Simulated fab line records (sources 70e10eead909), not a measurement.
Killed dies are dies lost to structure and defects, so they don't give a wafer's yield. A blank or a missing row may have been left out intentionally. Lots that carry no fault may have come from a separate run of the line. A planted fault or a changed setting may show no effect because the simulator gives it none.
Chamber matching | flow nand harc | NHARC_P_GATE_DEP_103 on pecvd-03: 3 sister chambers
The step deposits SiON, target thk 30 nm. 14 wafers are shown with their chamber, then 7 later ones without.

## WAFERS, EACH WITH ITS CHAMBER
wafer  | chamber | heater power w (W)
L074.1 | 2       | 738
L074.3 | 0       | 478
L074.6 | 2       | 728
L079.3 | 0       | 519
L079.5 | 1       | 919
L079.6 | 2       | 605
L082.2 | 0       | 468
L082.4 | 2       | 625
L082.6 | 0       | 469
L085.1 | 2       | 743
L085.5 | 2       | 775
L085.6 | 0       | 517
L091.3 | 1       | 868
L091.5 | 0       | 491

SIGNATURES, as means of the wafers listed above
reading        | chamber 0 | chamber 1 | chamber 2 | scatter within a chamber
heater power w | 490.33    | 893.50    | 702.33    | 50.7
Rule: for each reading, subtract the chamber's mean from the wafer's reading, divide by that reading's scatter and square the result; add these up over the readings and take the root, which gives the wafer's distance from the chamber. If the next closest chamber is less than 2 further off than the closest, the wafer can't be placed; otherwise it belongs to the closest. The scatter: the root of (the sum of the squares of (reading less its chamber's mean) over the shown wafers, divided by (wafers less chambers)).

## WAFERS MISSING THEIR CHAMBER
wafer  | heater power w (W)
L091.6 | 857
L094.2 | 521
L094.4 | 809
L094.6 | 521
L095.2 | 479
L095.3 | 790
L095.5 | 493

## WHICH CHAMBER EACH ONE RAN IN
wafer  | from the rows above     | in truth
L091.6 | 1                       | 1
L094.2 | 0                       | 0
L094.4 | can't be placed: 1 or 2 | 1
L094.6 | 0                       | 0
L095.2 | 0                       | 0
L095.3 | can't be placed: 2 or 1 | 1
L095.5 | 0                       | 0
Correctly placed: 5 of 7. These rows do not allow placing 2 (true chamber among the candidates in 2). 0 placed wrongly.
